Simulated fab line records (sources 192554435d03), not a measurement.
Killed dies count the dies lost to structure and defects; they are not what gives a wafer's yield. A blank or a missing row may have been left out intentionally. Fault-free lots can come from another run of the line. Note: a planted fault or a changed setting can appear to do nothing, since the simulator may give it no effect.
Split-lot trial || flow n5-finfet || route with 1938 steps; 4 lots, 21 wafers read

== THE SPLIT ITSELF ==
At N5_SD_EPI_N_PEB_07 (peb time 60 s), the setting peb-time-s was moved away from the recipe's 60 s on 6 of the 21 wafers read, by -12.8% to -8.3%. The other wafers ran this setting at the recipe's value.

== FROM THE SPLIT ON TO THE READING: in between, the file shows 1 step ==
- N5_SD_EPI_N_DEVELOP_08: develop time 30 s

== THE READING ==
At N5_SD_EPI_N_CD_MEAS_09: cd-nm in nanometres, against a target cd of 120 nm. Typical for fault-free wafers on this fab line: 120.7 nm, with standard deviation 0.76 nm.

{"wafer": "L077.1", "tool, chamber at the split": "litho-track-04, 0", "peb-time-s as run, s": 52.32, "against the recipe": "-12.8%", "cd-nm, nm": 116.5, "against lot-mates on the recipe": -4.5}
{"wafer": "L077.2", "tool, chamber at the split": "litho-track-04, 0", "peb-time-s as run, s": 52.32, "against the recipe": "-12.8%", "cd-nm, nm": 115.6, "against lot-mates on the recipe": -5.4}
{"wafer": "L077.3", "tool, chamber at the split": "litho-track-04, 0", "peb-time-s as run, s": 60, "against the recipe": "recipe", "cd-nm, nm": 120.7, "against lot-mates on the recipe": "-"}
{"wafer": "L077.4", "tool, chamber at the split": "litho-track-04, 0", "peb-time-s as run, s": 52.32, "against the recipe": "-12.8%", "cd-nm, nm": 116.0, "against lot-mates on the recipe": -5.0}
{"wafer": "L077.5", "tool, chamber at the split": "litho-track-04, 0", "peb-time-s as run, s": 60, "against the recipe": "recipe", "cd-nm, nm": 120.7, "against lot-mates on the recipe": "-"}
{"wafer": "L077.6", "tool, chamber at the split": "litho-track-04, 0", "peb-time-s as run, s": 60, "against the recipe": "recipe", "cd-nm, nm": 121.5, "against lot-mates on the recipe": "-"}
{"wafer": "L083.4", "tool, chamber at the split": "litho-track-02, 0", "peb-time-s as run, s": 60, "against the recipe": "recipe", "cd-nm, nm": 122.2, "against lot-mates on the recipe": "-"}
{"wafer": "L083.5", "tool, chamber at the split": "litho-track-02, 0", "peb-time-s as run, s": 60, "against the recipe": "recipe", "cd-nm, nm": 121.6, "against lot-mates on the recipe": "-"}
{"wafer": "L083.6", "tool, chamber at the split": "litho-track-02, 0", "peb-time-s as run, s": 60, "against the recipe": "recipe", "cd-nm, nm": 120.8, "against lot-mates on the recipe": "-"}
{"wafer": "L084.1", "tool, chamber at the split": "litho-track-03, 0", "peb-time-s as run, s": 60, "against the recipe": "recipe", "cd-nm, nm": 120.7, "against lot-mates on the recipe": "-"}
{"wafer": "L084.2", "tool, chamber at the split": "litho-track-03, 0", "peb-time-s as run, s": 55.02, "against the recipe": "-8.3%", "cd-nm, nm": 118.8, "against lot-mates on the recipe": -1.8}
{"wafer": "L084.3", "tool, chamber at the split": "litho-track-03, 0", "peb-time-s as run, s": 55.02, "against the recipe": "-8.3%", "cd-nm, nm": 117.9, "against lot-mates on the recipe": -2.7}
{"wafer": "L084.4", "tool, chamber at the split": "litho-track-03, 0", "peb-time-s as run, s": 60, "against the recipe": "recipe", "cd-nm, nm": 120.7, "against lot-mates on the recipe": "-"}
{"wafer": "L084.5", "tool, chamber at the split": "litho-track-03, 0", "peb-time-s as run, s": 60, "against the recipe": "recipe", "cd-nm, nm": 120.5, "against lot-mates on the recipe": "-"}
{"wafer": "L084.6", "tool, chamber at the split": "litho-track-03, 0", "peb-time-s as run, s": 55.02, "against the recipe": "-8.3%", "cd-nm, nm": 117.4, "against lot-mates on the recipe": -3.2}
{"wafer": "L089.1", "tool, chamber at the split": "litho-track-04, 0", "peb-time-s as run, s": 60, "against the recipe": "recipe", "cd-nm, nm": 121.6, "against lot-mates on the recipe": "-"}
{"wafer": "L089.2", "tool, chamber at the split": "litho-track-04, 0", "peb-time-s as run, s": 60, "against the recipe": "recipe", "cd-nm, nm": 121.5, "against lot-mates on the recipe": "-"}
{"wafer": "L089.3", "tool, chamber at the split": "litho-track-04, 0", "peb-time-s as run, s": 60, "against the recipe": "recipe", "cd-nm, nm": 122.2, "against lot-mates on the recipe": "-"}
{"wafer": "L089.4", "tool, chamber at the split": "litho-track-04, 0", "peb-time-s as run, s": 60, "against the recipe": "recipe", "cd-nm, nm": 120.6, "against lot-mates on the recipe": "-"}
{"wafer": "L089.5", "tool, chamber at the split": "litho-track-04, 0", "peb-time-s as run, s": 60, "against the recipe": "recipe", "cd-nm, nm": 120.6, "against lot-mates on the recipe": "-"}
{"wafer": "L089.6", "tool, chamber at the split": "litho-track-04, 0", "peb-time-s as run, s": 60, "against the recipe": "recipe", "cd-nm, nm": 121.2, "against lot-mates on the recipe": "-"}

THE FIT
A straight line over all 21 wafers: cd-nm changes by +0.393 nm for each +1% of peb-time-s; r = +0.96; the points scatter about the line by 0.58 nm.
The same after taking each lot's own level away (the mean of its wafers on the recipe; 21 wafers): +0.367 nm for each +1%; r = +0.96; scatter 0.54 nm.
On that fit, the largest move of peb-time-s shifts the reading by 4.7 nm.
Across the lots, their own levels run from 120.63 to 121.53 nm, a range of 1.2 times the standard deviation given above.
The two slopes are in agreement: the lot-to-lot level therefore moves the slope only a little.
Check: with one of the wafers moved furthest among these (-12.8%) left out of the fit, the line predicts -4.73 nm for it against its lot-mates. Against them it came out at -4.47 nm.

== THESE WAFERS: OTHER SPLITS ==
These wafers also went through other splits before the reading. Each is held against what the fit with the lots' levels taken away leaves over:
{"other split on the same wafers": "N5_ZERO_LAYER_EXPOSE_08 dose-mj", "wafers away from the commonest value": 6, "r with cd-nm (lot level and that fit taken away)": "+0.27"}
{"other split on the same wafers": "N5_ZERO_LAYER_DEVELOP_10 develop-time-s", "wafers away from the commonest value": 6, "r with cd-nm (lot level and that fit taken away)": "+0.07"}
{"other split on the same wafers": "N5_ZERO_LAYER_DESCUM_16 time-s", "wafers away from the commonest value": 9, "r with cd-nm (lot level and that fit taken away)": -0.15}

== THE WHOLE CHAIN: every reading that the file lists as answering this split, in the file's order ==
{"step": "N5_SD_EPI_N_CD_MEAS_09", "what it does": "target cd 120 nm", "reading": "cd-nm", "change (the file's fit)": "+0.361 nm for each +1% of the setting", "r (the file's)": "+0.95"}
{"step": "N5_SD_EPI_N_DESCUM_14", "what it does": "chemistry O2, time 7.9 s", "reading": "SD_EPI_N.cd-nm (the simulator's own value, which no gauge read)", "change (the file's fit)": "+0.363 nm for each +1% of the setting", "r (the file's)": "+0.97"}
{"step": "N5_SD_EPI_N_ETCH_34", "what it does": "etches SiARC in CF4, target depth 45.5 nm, time 75.8 s", "reading": "SD_EPI_N.cd-nm (the simulator's own value, which no gauge read)", "change (the file's fit)": "+0.375 nm for each +1% of the setting", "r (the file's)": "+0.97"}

== THE FILE'S OWN FIT ==
cd-nm changes by +0.361 nm for each +1% of peb-time-s, r = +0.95.
